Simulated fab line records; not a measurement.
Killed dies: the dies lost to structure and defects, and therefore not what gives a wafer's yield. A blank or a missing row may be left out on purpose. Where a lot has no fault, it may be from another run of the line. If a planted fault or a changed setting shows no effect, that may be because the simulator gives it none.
Which tool was responsible? :: flow nand_harc :: Sampling: 12 lots, 36 wafers, 5 of 1159 route steps

## WHAT THE GAUGES SHOWED, per wafer
NHARC_A_BONDPAD_CD_MEAS_09: the cd target is 500 nm. Usual: cd_nm at 499.4 nm, with a standard deviation of 1.6.
lot: L550
measured: day 18 00:19
on: cd_sem-01
cd_nm (nm): 499.5 498.3 499.8
flag: 

lot: L551
measured: day 18 02:43
on: cd_sem-02
cd_nm (nm): 498.7 500.3 500.4
flag: 

lot: L553
measured: day 18 05:10
on: cd_sem-02
cd_nm (nm): 500.2 499.6 498.4
flag: 

lot: L552
measured: day 18 05:54
on: cd_sem-02
cd_nm (nm): 499.7 497.0 496.8
flag: 

lot: L554
measured: day 19 02:37
on: cd_sem-01
cd_nm (nm): 502.9 502.8 500.8
flag: 

lot: L559
measured: day 20 08:35
on: cd_sem-01
cd_nm (nm): 502.3 501.1 498.4
flag: 

lot: L558
measured: day 20 13:37
on: cd_sem-03
cd_nm (nm): 499.2 496.9 498.3
flag: 

lot: L564
measured: day 21 04:30
on: cd_sem-03
cd_nm (nm): 500.5 501.2 500.8
flag: 

lot: L561
measured: day 21 08:28
on: cd_sem-02
cd_nm (nm): 496.2 498.3 498.5
flag: 

lot: L562
measured: day 21 12:05
on: cd_sem-03
cd_nm (nm): 497.0 496.9 498.0
flag: 

lot: L566
measured: day 21 16:02
on: cd_sem-01
cd_nm (nm): 501.2 498.9 497.8
flag: 

lot: L571
measured: day 23 06:41
on: cd_sem-03
cd_nm (nm): 501.8 500.5 499.8
flag: 

NHARC_END_SORT_01. Usual: defect_limited_yield 95.2 %, standard deviation 1.4; killed_at_array 28, standard deviation 8.9; killed_at_other 0.8, standard deviation 1.2; killed_at_periphery 3.3, standard deviation 2.3; killed_dies 32, standard deviation 9.4; killed_open 3.2, standard deviation 1.8; killed_short 1.9, standard deviation 1.4; sort_bin_2_pct 1.4 %, standard deviation 0.56; sort_bin_3_pct 0.26 %, standard deviation 0.21; sort_bin_4_pct 3.1 %, standard deviation 1; sort_n_pass 645, standard deviation 9.4; sort_rim_yield_pct 95.7 %, standard deviation 2.4; sort_yield_pct 95.2 %, standard deviation 1.4.
lot: L559
measured: day 21 14:48
on: prober-01
defect_limited_yield (%): 95.7 96.6 97.8
killed_at_array: 25 21 14
killed_at_other: 3 2 0
killed_at_periphery: 1 0 1
killed_dies: 29 23 15
killed_open: 1 2 3
killed_short: 3 1 1
sort_bin_2_pct (%): 1.2 0.9 0.3
sort_bin_3_pct (%): 0.15 0.15 0.15
sort_bin_4_pct (%): 3.0 2.4 1.8
sort_n_pass: 648 654 662
sort_rim_yield_pct (%): 94.3 97.2 98.1
sort_yield_pct (%): 95.7 96.6 97.8
flag: 

lot: L558
measured: day 22 07:14
on: prober-02
defect_limited_yield (%): 94.8 94.5 93.9
killed_at_array: 28 33 37
killed_at_other: 0 0 0
killed_at_periphery: 7 4 4
killed_dies: 35 37 41
killed_open: 5 6 3
killed_short: 3 1 4
sort_bin_2_pct (%): 2.1 2.4 1.8
sort_bin_3_pct (%): 0.89 0.74 0
sort_bin_4_pct (%): 2.2 2.4 4.3
sort_n_pass: 642 640 636
sort_rim_yield_pct (%): 96.2 92.5 94.3
sort_yield_pct (%): 94.8 94.5 93.9
flag: 

lot: L561
measured: day 22 21:15
on: prober-01
defect_limited_yield (%): 95.1 96.8 95.7
killed_at_array: 32 20 26
killed_at_other: 0 0 2
killed_at_periphery: 1 2 1
killed_dies: 33 22 29
killed_open: 2 2 6
killed_short: 4 1 1
sort_bin_2_pct (%): 1.3 1.2 1.5
sort_bin_3_pct (%): 0.44 0 0.44
sort_bin_4_pct (%): 3.1 2.1 2.4
sort_n_pass: 644 655 648
sort_rim_yield_pct (%): 95.3 99.1 97.2
sort_yield_pct (%): 95.1 96.8 95.7
flag: 

lot: L566
measured: day 23 05:02
on: prober-01
defect_limited_yield (%): 92.9 93.6 94.4
killed_at_array: 35 32 26
killed_at_other: 4 3 5
killed_at_periphery: 9 8 7
killed_dies: 48 43 38
killed_open: 5 3 1
killed_short: 0 2 3
sort_bin_2_pct (%): 2.2 1.8 0.9
sort_bin_3_pct (%): 0 0.44 0.30
sort_bin_4_pct (%): 4.9 4.1 4.4
sort_n_pass: 629 634 639
sort_rim_yield_pct (%): 91.5 94.3 90.6
sort_yield_pct (%): 92.9 93.6 94.4
flag: 

## WHAT TOOL EACH LOT RAN ON (gives the tool, then ch and the chambers of the sampled wafers, and finally the start)
lot: L550
NHARC_A_M1_CMP_23: cmp-02 ch 1,2, day 17 21:55
NHARC_THIN_TSV_ETCH_15: rie_si-02 ch 1,2, day 18 19:37
NHARC_THIN_TSV_ETCHBACK_48: rie_diel-02 ch 1,2, day 18 21:08

lot: L551
NHARC_A_M1_CMP_23: cmp-04 ch 0,3, day 18 00:21
NHARC_THIN_TSV_ETCH_15: rie_si-01 ch 0,1, day 18 22:05
NHARC_THIN_TSV_ETCHBACK_48: rie_diel-11 ch 1,2,3, day 18 23:34

lot: L553
NHARC_A_M1_CMP_23: cmp-04 ch 2,3, day 18 02:46
NHARC_THIN_TSV_ETCH_15: rie_si-02 ch 1,2,3, day 18 23:20
NHARC_THIN_TSV_ETCHBACK_48: rie_diel-02 ch 0,1,2, day 19 00:44

lot: L552
NHARC_A_M1_CMP_23: cmp-01 ch 1,2,3, day 18 03:41
NHARC_THIN_TSV_ETCH_15: rie_si-01 ch 1,2,3, day 19 02:59
NHARC_THIN_TSV_ETCHBACK_48: rie_diel-11 ch 0,2,3, day 19 04:29

lot: L554
NHARC_A_M1_CMP_23: cmp-01 ch 0,1,2, day 19 00:13
NHARC_THIN_TSV_ETCH_15: rie_si-06 ch 0,1, day 19 19:25
NHARC_THIN_TSV_ETCHBACK_48: rie_diel-09 ch 0,1, day 19 20:50

lot: L559
NHARC_A_M1_CMP_23: cmp-04 ch 0,1,2, day 20 06:15
NHARC_THIN_TSV_ETCH_15: rie_si-02 ch 0,1,2, day 21 01:34
NHARC_THIN_TSV_ETCHBACK_48: rie_diel-09 ch 1,3, day 21 03:14

lot: L558
NHARC_A_M1_CMP_23: cmp-04 ch 1,2,3, day 20 11:23
NHARC_THIN_TSV_ETCH_15: rie_si-02 ch 0,1,2, day 21 06:11
NHARC_THIN_TSV_ETCHBACK_48: rie_diel-02 ch 1,2,3, day 21 07:38

lot: L564
NHARC_A_M1_CMP_23: cmp-01 ch 1,2,3, day 21 02:11
NHARC_THIN_TSV_ETCH_15: rie_si-02 ch 0,1,2, day 21 22:17
NHARC_THIN_TSV_ETCHBACK_48: rie_diel-09 ch 0,1,2, day 21 23:44

lot: L561
NHARC_A_M1_CMP_23: cmp-01 ch 0,2, day 21 05:59
NHARC_THIN_TSV_ETCH_15: rie_si-06 ch 0,2, day 22 00:43
NHARC_THIN_TSV_ETCHBACK_48: rie_diel-11 ch 2,3, day 22 02:26

lot: L562
NHARC_A_M1_CMP_23: cmp-01 ch 2,3, day 21 09:43
NHARC_THIN_TSV_ETCH_15: rie_si-06 ch 0,1,3, day 22 11:20
NHARC_THIN_TSV_ETCHBACK_48: rie_diel-02 ch 0,1,2, day 22 14:22

lot: L566
NHARC_A_M1_CMP_23: cmp-04 ch 0,2, day 21 12:44
NHARC_THIN_TSV_ETCH_15: rie_si-01 ch 1,2,3, day 22 10:03
NHARC_THIN_TSV_ETCHBACK_48: rie_diel-09 ch 0,2,3, day 22 12:08

lot: L571
NHARC_A_M1_CMP_23: cmp-01 ch 2,3, day 23 04:17
NHARC_THIN_TSV_ETCH_15: rie_si-02 ch 1,2,3, day 23 22:57
NHARC_THIN_TSV_ETCHBACK_48: rie_diel-02 ch 1,2, day 24 00:22
- NHARC_A_M1_CMP_23: polishes, t overpolish 20 s, target thk 154.34 nm.
- NHARC_THIN_TSV_ETCH_15: target depth 3000 nm, bosch target overetch cycles 2, bosch etch step 2.8 s.
- NHARC_THIN_TSV_ETCHBACK_48: etches the open film in C4F8/Ar, target depth 1028.5 nm, time 405.17 s.

## WHAT THE TOOLS THEMSELVES READ (means of the sampled wafers that have a number; where no wafer has one, the mark that the record gives instead)
NHARC_A_M1_CMP_23. Usual: motor_current_A 12.0 A, standard deviation 1.2; time_to_endpoint_s 29.1 s, standard deviation 2.3.
lot: L550
tool: cmp-02
motor_current_A (A): 12.2
time_to_endpoint_s (s): 32.2
flag: 

lot: L551
tool: cmp-04
motor_current_A (A): 13.2
time_to_endpoint_s (s): 27.9
flag: 

lot: L553
tool: cmp-04
motor_current_A (A): 12.6
time_to_endpoint_s (s): 29.7
flag: 

lot: L552
tool: cmp-01
motor_current_A (A): 10.8
time_to_endpoint_s (s): 28.8
flag: 

lot: L554
tool: cmp-01
motor_current_A (A): 12.0
time_to_endpoint_s (s): 29.9
flag: 

lot: L559
tool: cmp-04
motor_current_A (A): 11.7
time_to_endpoint_s (s): 32.7
flag: 

lot: L558
tool: cmp-04
motor_current_A (A): 12.7
time_to_endpoint_s (s): 31.7
flag: 

lot: L564
tool: cmp-01
motor_current_A (A): 11.1
time_to_endpoint_s (s): 25.8
flag: 

lot: L561
tool: cmp-01
motor_current_A (A): 12.6
time_to_endpoint_s (s): 28.7
flag: 

lot: L562
tool: cmp-01
motor_current_A (A): 11.7
time_to_endpoint_s (s): 27.8
flag: 

lot: L566
tool: cmp-04
motor_current_A (A): 11.7
time_to_endpoint_s (s): 28.2
flag: 

lot: L571
tool: cmp-01
motor_current_A (A): 11.7
time_to_endpoint_s (s): 30.2
flag: 

NHARC_THIN_TSV_ETCH_15. Usual: drypump_motor_current_A at 5.8 A, with a standard deviation of 0.55.
lot: L550
tool: rie_si-02
drypump_motor_current_A (A): 6.4
flag: 

lot: L551
tool: rie_si-01
drypump_motor_current_A (A): 5.5
flag: 

lot: L553
tool: rie_si-02
drypump_motor_current_A (A): 6.0
flag: 

lot: L552
tool: rie_si-01
drypump_motor_current_A (A): 5.3
flag: 

lot: L554
tool: rie_si-06
drypump_motor_current_A (A): 5.6
flag: 

lot: L559
tool: rie_si-02
drypump_motor_current_A (A): 6.1
flag: 

lot: L558
tool: rie_si-02
drypump_motor_current_A (A): 6.0
flag: 

lot: L564
tool: rie_si-02
drypump_motor_current_A (A): 6.0
flag: 

lot: L561
tool: rie_si-06
drypump_motor_current_A (A): 6.2
flag: 

lot: L562
tool: rie_si-06
drypump_motor_current_A (A): 5.8
flag: 

lot: L566
tool: rie_si-01
drypump_motor_current_A (A): 5.3
flag: 

lot: L571
tool: rie_si-02
drypump_motor_current_A (A): 6.0
flag: 

NHARC_THIN_TSV_ETCHBACK_48. Usual: chamber_pressure_mTorr 25.000 mTorr, standard deviation 0.024; oes_product_au 0.946 a.u., standard deviation 0.03; rf_vpp_V 548 V, standard deviation 3.2.
lot: L550
tool: rie_diel-02
chamber_pressure_mTorr (mTorr): 25.002
oes_product_au (a.u.): 0.919
rf_vpp_V (V): 549
flag: 

lot: L551
tool: rie_diel-11
chamber_pressure_mTorr (mTorr): 24.993
oes_product_au (a.u.): 0.998
rf_vpp_V (V): 549
flag: 

lot: L553
tool: rie_diel-02
chamber_pressure_mTorr (mTorr): 25.008
oes_product_au (a.u.): 0.916
rf_vpp_V (V): 550
flag: 

lot: L552
tool: rie_diel-11
chamber_pressure_mTorr (mTorr): 24.995
oes_product_au (a.u.): 0.932
rf_vpp_V (V): 546
flag: 

lot: L554
tool: rie_diel-09
chamber_pressure_mTorr (mTorr): 24.996
oes_product_au (a.u.): 1.002
rf_vpp_V (V): 545
flag: 

lot: L559
tool: rie_diel-09
chamber_pressure_mTorr (mTorr): 25.014
oes_product_au (a.u.): 0.932
rf_vpp_V (V): 550
flag: 

lot: L558
tool: rie_diel-02
chamber_pressure_mTorr (mTorr): 24.988
oes_product_au (a.u.): 0.928
rf_vpp_V (V): 548
flag: 

lot: L564
tool: rie_diel-09
chamber_pressure_mTorr (mTorr): 25.004
oes_product_au (a.u.): 0.927
rf_vpp_V (V): 547
flag: 

lot: L561
tool: rie_diel-11
chamber_pressure_mTorr (mTorr): 24.990
oes_product_au (a.u.): 0.925
rf_vpp_V (V): 547
flag: 

lot: L562
tool: rie_diel-02
chamber_pressure_mTorr (mTorr): 24.994
oes_product_au (a.u.): 0.979
rf_vpp_V (V): 549
flag: 

lot: L566
tool: rie_diel-09
chamber_pressure_mTorr (mTorr): 24.994
oes_product_au (a.u.): 0.898
rf_vpp_V (V): 546
flag: 

lot: L571
tool: rie_diel-02
chamber_pressure_mTorr (mTorr): 25.006
oes_product_au (a.u.): 0.934
rf_vpp_V (V): 549
flag: 

## THE ANSWER, worked out from the rows above alone
Rule: a lot counts as off when the mean over its wafers that have a number is more than 3 standard deviations away from the usual mean. Also off: a lot with no number at a reading for which 4 or more lots have one. All remaining lots with rows at the step are treated as sound. The gauges are gone through in route order, then the tools' own readings, and for those a lot's mean is taken as printed above. The first step at which some lot is off is used, and at that step the reading that is off furthest; a lot without a number counts as furthest.
No lot is off on any of the readings shown, so nothing can be concluded from this.

## WHAT THE SIMULATOR PUT IN
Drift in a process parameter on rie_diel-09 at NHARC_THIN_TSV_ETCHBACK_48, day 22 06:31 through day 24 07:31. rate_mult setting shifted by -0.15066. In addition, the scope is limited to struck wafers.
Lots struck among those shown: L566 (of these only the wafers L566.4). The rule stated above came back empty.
